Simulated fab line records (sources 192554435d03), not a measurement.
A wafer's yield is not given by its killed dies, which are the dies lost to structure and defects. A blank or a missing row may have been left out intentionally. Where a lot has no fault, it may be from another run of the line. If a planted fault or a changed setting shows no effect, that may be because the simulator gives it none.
Split-lot study / flow n5 finfet / 21 wafers read across 7 lots, on a route 1938 steps long

THE SPLIT
At N5_MOL_CONTACT_COAG_VIA_ETCH_117 (etches SiO2 in C4F6/O2, target depth 40 nm, overetch 8 nm, time 26 s), the setting bias w was moved away from the recipe's 455 W on 5 of the 21 wafers read, by -16.6% to +7.2%. The other wafers ran this setting at the recipe's value.

The split's own step is where the reading is taken.

THE READING
rf vpp V, in V, at N5_MOL_CONTACT_COAG_VIA_ETCH_117 (etches SiO2 in C4F6/O2, target depth 40 nm, overetch 8 nm, time 26 s). On this fab line, fault-free wafers typically give 1589 V with a standard deviation of 15 V.

wafer=L078.4; tool, chamber at the split=rie diel-03, 0; bias w as run, W=455; against the recipe=recipe; rf vpp V, V=1609; against lot-mates on the recipe=-
wafer=L078.5; tool, chamber at the split=rie diel-03, 0; bias w as run, W=455; against the recipe=recipe; rf vpp V, V=1609; against lot-mates on the recipe=-
wafer=L078.6; tool, chamber at the split=rie diel-03, 1; bias w as run, W=455; against the recipe=recipe; rf vpp V, V=1572; against lot-mates on the recipe=-
wafer=L080.3; tool, chamber at the split=rie diel-01, 2; bias w as run, W=455; against the recipe=recipe; rf vpp V, V=1589; against lot-mates on the recipe=-
wafer=L080.4; tool, chamber at the split=rie diel-01, 3; bias w as run, W=455; against the recipe=recipe; rf vpp V, V=1576; against lot-mates on the recipe=-
wafer=L080.5; tool, chamber at the split=rie diel-01, 1; bias w as run, W=455; against the recipe=recipe; rf vpp V, V=1588; against lot-mates on the recipe=-
wafer=L081.1; tool, chamber at the split=rie diel-01, 1; bias w as run, W=455; against the recipe=recipe; rf vpp V, V=1587; against lot-mates on the recipe=-
wafer=L081.2; tool, chamber at the split=rie diel-01, 3; bias w as run, W=433.9; against the recipe=-4.6%; rf vpp V, V=1522; against lot-mates on the recipe=-65
wafer=L081.5; tool, chamber at the split=rie diel-01, 3; bias w as run, W=433.9; against the recipe=-4.6%; rf vpp V, V=1520; against lot-mates on the recipe=-67
wafer=L084.1; tool, chamber at the split=rie diel-01, 1; bias w as run, W=455; against the recipe=recipe; rf vpp V, V=1588; against lot-mates on the recipe=-
wafer=L084.4; tool, chamber at the split=rie diel-01, 3; bias w as run, W=487.8; against the recipe=+7.2%; rf vpp V, V=1660; against lot-mates on the recipe=+71
wafer=L084.5; tool, chamber at the split=rie diel-01, 2; bias w as run, W=455; against the recipe=recipe; rf vpp V, V=1590; against lot-mates on the recipe=-
wafer=L093.1; tool, chamber at the split=rie diel-04, 1; bias w as run, W=455; against the recipe=recipe; rf vpp V, V=1615; against lot-mates on the recipe=-
wafer=L093.3; tool, chamber at the split=rie diel-04, 0; bias w as run, W=455; against the recipe=recipe; rf vpp V, V=1566; against lot-mates on the recipe=-
wafer=L093.6; tool, chamber at the split=rie diel-04, 3; bias w as run, W=455; against the recipe=recipe; rf vpp V, V=1614; against lot-mates on the recipe=-
wafer=L096.3; tool, chamber at the split=rie diel-01, 0; bias w as run, W=455; against the recipe=recipe; rf vpp V, V=1594; against lot-mates on the recipe=-
wafer=L096.4; tool, chamber at the split=rie diel-01, 2; bias w as run, W=379.5; against the recipe=-16.6%; rf vpp V, V=1386; against lot-mates on the recipe=-208
wafer=L096.5; tool, chamber at the split=rie diel-01, 3; bias w as run, W=379.5; against the recipe=-16.6%; rf vpp V, V=1375; against lot-mates on the recipe=-219
wafer=L097.1; tool, chamber at the split=rie diel-03, 0; bias w as run, W=455; against the recipe=recipe; rf vpp V, V=1608; against lot-mates on the recipe=-
wafer=L097.3; tool, chamber at the split=rie diel-03, 3; bias w as run, W=455; against the recipe=recipe; rf vpp V, V=1564; against lot-mates on the recipe=-
wafer=L097.6; tool, chamber at the split=rie diel-03, 3; bias w as run, W=455; against the recipe=recipe; rf vpp V, V=1564; against lot-mates on the recipe=-

FIT RESULTS
A straight line over all 21 wafers: rf vpp V changes by +12.4 V for each +1% of bias w; r = +0.97; the points scatter about the line by 17 V.
The same after taking each lot's own level away (the mean of its wafers on the recipe; 21 wafers): +12.6 V for each +1%; r = +0.98; scatter 15 V.
According to that fit, moving bias w by its largest amount changes the reading by 2.1e+02 V.
The lots' own levels span 1578.7 to 1598.3 V, that is 1.3 times the standard deviation above.
Consequently the slope shifts little with the lot-to-lot level, the two slopes agreeing.
Check: for one of the wafers moved furthest among these (-16.6%), held out of the fit, the line's prediction against its lot-mates is -214 V. Against them it came out at -208 V.
Tool readings at the split's step, against how far the setting was moved: rf vpp V r = +0.97.

FURTHER SPLITS ON THESE WAFERS
Note: prior to the reading, these wafers also went through further splits. Each is held against what the fit with the lots' levels taken away leaves over:
other split on the same wafers=N5_SDB_EXPOSE_08 dose mj; wafers away from the commonest value=5; r with rf vpp V (lot level and that fit taken away)=+0.06
other split on the same wafers=N5_HKMG_FIN_ETCH_54 source w; wafers away from the commonest value=9; r with rf vpp V (lot level and that fit taken away)=-0.16
other split on the same wafers=N5_HKMG_FIN_ETCH_58 bias w; wafers away from the commonest value=4; r with rf vpp V (lot level and that fit taken away)=+0.17
other split on the same wafers=N5_HKMG_FIN_EXPOSE_09 dose mj; wafers away from the commonest value=8; r with rf vpp V (lot level and that fit taken away)=-0.09
other split on the same wafers=N5_MOL_CONTACT_COAG_ETCH_106 source w; wafers away from the commonest value=12; r with rf vpp V (lot level and that fit taken away)=+0.01
other split on the same wafers=N5_MOL_CONTACT_COAG_CONTACT_ETCH_14 source w; wafers away from the commonest value=9; r with rf vpp V (lot level and that fit taken away)=-0.36
other split on the same wafers=N5_MOL_CONTACT_COAG_ALD_27 time s; wafers away from the commonest value=7; r with rf vpp V (lot level and that fit taken away)=+0.02
other split on the same wafers=N5_MOL_CONTACT_COAG_ALD_123 ald cycles; wafers away from the commonest value=10; r with rf vpp V (lot level and that fit taken away)=-0.16
other split on the same wafers=N5_MOL_CONTACT_COAG_ALD_133 ald cycles; wafers away from the commonest value=8; r with rf vpp V (lot level and that fit taken away)=-0.24

FILE'S OWN FIT
rf vpp V changes by +12.5 V for each +1% of bias w, r = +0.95.
